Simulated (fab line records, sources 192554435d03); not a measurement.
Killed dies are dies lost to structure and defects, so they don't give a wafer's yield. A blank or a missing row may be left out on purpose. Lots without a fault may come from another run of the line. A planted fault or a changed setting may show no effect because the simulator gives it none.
Split-lot experiment | flow n5_finfet | 7 lots, 21 wafers read, on a route of 1938 steps

THE SPLIT
At N5_MOL_CONTACT_COAG_VIA_ETCH_46 (etches SiO2 in C4F6/O2, target depth 46 nm, overetch 9.2 nm, time 40 s), the setting bias_w was moved away from the recipe's 455 W on 6 of the 21 wafers read, by -13.2% to +14.9%. The other wafers ran this setting at the recipe's value.

The reading is taken at the split's own step.

THE READING
rf_vpp_V, in V, at N5_MOL_CONTACT_COAG_VIA_ETCH_46 (etches SiO2 in C4F6/O2, target depth 46 nm, overetch 9.2 nm, time 40 s). Fault-free wafers of this fab line usually give 1579 V, standard deviation 14 V.

wafer  | tool, chamber at the split | bias_w as run, W | against the recipe | rf_vpp_V, V | against lot-mates on the recipe
L074.4 | rie_diel-06, 0             | 510.2            | +12.1%             | 1694        | +88
L074.5 | rie_diel-06, 3             | 455              | recipe             | 1606        | -
L074.6 | rie_diel-06, 2             | 510.2            | +12.1%             | 1699        | +93
L076.2 | rie_diel-06, 2             | 395.1            | -13.2%             | 1404        | -151
L076.3 | rie_diel-06, 0             | 455              | recipe             | 1555        | -
L076.6 | rie_diel-06, 0             | 395.1            | -13.2%             | 1399        | -156
L080.3 | rie_diel-06, 0             | 455              | recipe             | 1556        | -
L080.4 | rie_diel-06, 1             | 455              | recipe             | 1587        | -
L080.6 | rie_diel-06, 2             | 455              | recipe             | 1560        | -
L086.1 | rie_diel-03, 3             | 522.7            | +14.9%             | 1768        | +181
L086.3 | rie_diel-03, 1             | 522.7            | +14.9%             | 1759        | +172
L086.6 | rie_diel-03, 1             | 455              | recipe             | 1587        | -
L087.2 | rie_diel-05, 0             | 455              | recipe             | 1572        | -
L087.5 | rie_diel-05, 1             | 455              | recipe             | 1590        | -
L087.6 | rie_diel-05, 3             | 455              | recipe             | 1573        | -
L089.4 | rie_diel-03, 2             | 455              | recipe             | 1577        | -
L089.5 | rie_diel-03, 0             | 455              | recipe             | 1572        | -
L089.6 | rie_diel-03, 1             | 455              | recipe             | 1586        | -
L096.1 | rie_diel-06, 1             | 455              | recipe             | 1584        | -
L096.2 | rie_diel-06, 0             | 455              | recipe             | 1554        | -
L096.5 | rie_diel-06, 1             | 455              | recipe             | 1585        | -

THE FIT
A straight line over all 21 wafers: rf_vpp_V changes by +12.2 V for each +1% of bias_w; r = +0.98; the points scatter about the line by 16 V.
The same after taking each lot's own level away (the mean of its wafers on the recipe; 21 wafers): +10.7 V for each +1%; r = +0.98; scatter 17 V.
On that fit, the largest move of bias_w shifts the reading by 1.6e+02 V.
The lots' own levels span 1555.0 to 1606.0 V, that is 3.6 times the standard deviation above.
So the lot-to-lot level changes the slope: the two fits differ.
Check: with one of the wafers moved furthest among these (+14.9%) left out of the fit, the line predicts +148 V for it against its lot-mates. It came out at +181 V against them.
Tool readings at the split's step, against how far the setting was moved: rf_vpp_V r = +0.98.

OTHER SPLITS ON THESE WAFERS
These wafers also went through other splits before the reading. Each is held against what the fit with the lots' levels taken away leaves over:
other split on the same wafers          | wafers away from the commonest value | r with rf_vpp_V (lot level and that fit taken away)
N5_HKMG_FIN_PEB_10 peb_time_s           | 8                                    | -0.14
N5_GATE_CUT_ETCH_37 bias_w              | 4                                    | +0.00
N5_MOL_CONTACT_COAG_ETCHBACK_135 time_s | 7                                    | +0.12

THE FILE'S OWN FIT
rf_vpp_V changes by +10.6 V for each +1% of bias_w, r = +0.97.
